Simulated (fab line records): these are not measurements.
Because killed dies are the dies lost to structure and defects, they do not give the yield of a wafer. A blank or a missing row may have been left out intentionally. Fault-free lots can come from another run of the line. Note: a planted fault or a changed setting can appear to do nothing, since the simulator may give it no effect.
Matching of chambers / flow nand-harc / NHARC_A_BONDPAD_STRIP_15 on rie-diel-13 has 4 sister chambers
The step strips in O2. 8 wafers are shown with their chamber, then 8 later ones without.

== WAFERS, EACH WITH ITS CHAMBER ==
wafer=L658.3; chamber=2; drypump-motor-current-A (A)=5.70; throttle-valve-pct (%)=17.042
wafer=L656.3; chamber=0; drypump-motor-current-A (A)=5.64; throttle-valve-pct (%)=17.041
wafer=L662.2; chamber=0; drypump-motor-current-A (A)=5.65; throttle-valve-pct (%)=17.027
wafer=L662.6; chamber=3; drypump-motor-current-A (A)=5.79; throttle-valve-pct (%)=17.032
wafer=L668.1; chamber=2; drypump-motor-current-A (A)=5.69; throttle-valve-pct (%)=17.045
wafer=L668.2; chamber=3; drypump-motor-current-A (A)=5.80; throttle-valve-pct (%)=17.035
wafer=L668.4; chamber=1; drypump-motor-current-A (A)=5.12; throttle-valve-pct (%)=17.047
wafer=L665.1; chamber=1; drypump-motor-current-A (A)=5.15; throttle-valve-pct (%)=17.013

== WAFERS WHOSE CHAMBER IS MISSING ==
wafer=L665.2; drypump-motor-current-A (A)=5.76; throttle-valve-pct (%)=17.029
wafer=L665.4; drypump-motor-current-A (A)=5.68; throttle-valve-pct (%)=17.046
wafer=L670.1; drypump-motor-current-A (A)=5.79; throttle-valve-pct (%)=17.049
wafer=L670.3; drypump-motor-current-A (A)=5.14; throttle-valve-pct (%)=17.036
wafer=L670.4; drypump-motor-current-A (A)=5.65; throttle-valve-pct (%)=17.030
wafer=L673.3; drypump-motor-current-A (A)=5.13; throttle-valve-pct (%)=17.032
wafer=L673.5; drypump-motor-current-A (A)=5.67; throttle-valve-pct (%)=17.024
wafer=L673.6; drypump-motor-current-A (A)=5.12; throttle-valve-pct (%)=17.035

== WHICH CHAMBER EACH ONE RAN IN ==
wafer=L665.2; from the rows above=3; in truth=3
wafer=L665.4; from the rows above=can't be placed: 2 or 0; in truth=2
wafer=L670.1; from the rows above=3; in truth=3
wafer=L670.3; from the rows above=1; in truth=1
wafer=L670.4; from the rows above=0; in truth=0
wafer=L673.3; from the rows above=1; in truth=1
wafer=L673.5; from the rows above=can't be placed: 0 or 2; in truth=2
wafer=L673.6; from the rows above=1; in truth=1
Correctly placed: 6 of 8. Can't be placed from these rows: 2 (the true chamber is among the candidates in 2). Placed wrongly: 0.
How it was worked out, from the rows above alone: a wafer's distance from a chamber is the root of the sum, over the readings, of the square of ((its reading less the chamber's mean) divided by the reading's scatter). If the next closest chamber is less than 2 further off than the closest, the wafer can't be placed; otherwise it belongs to the closest. A chamber's mean is the mean of its shown wafers. The scatter is the square root of a quotient: the sum, over the shown wafers, of each reading's squared deviation from its chamber's mean, divided by wafers minus chambers.
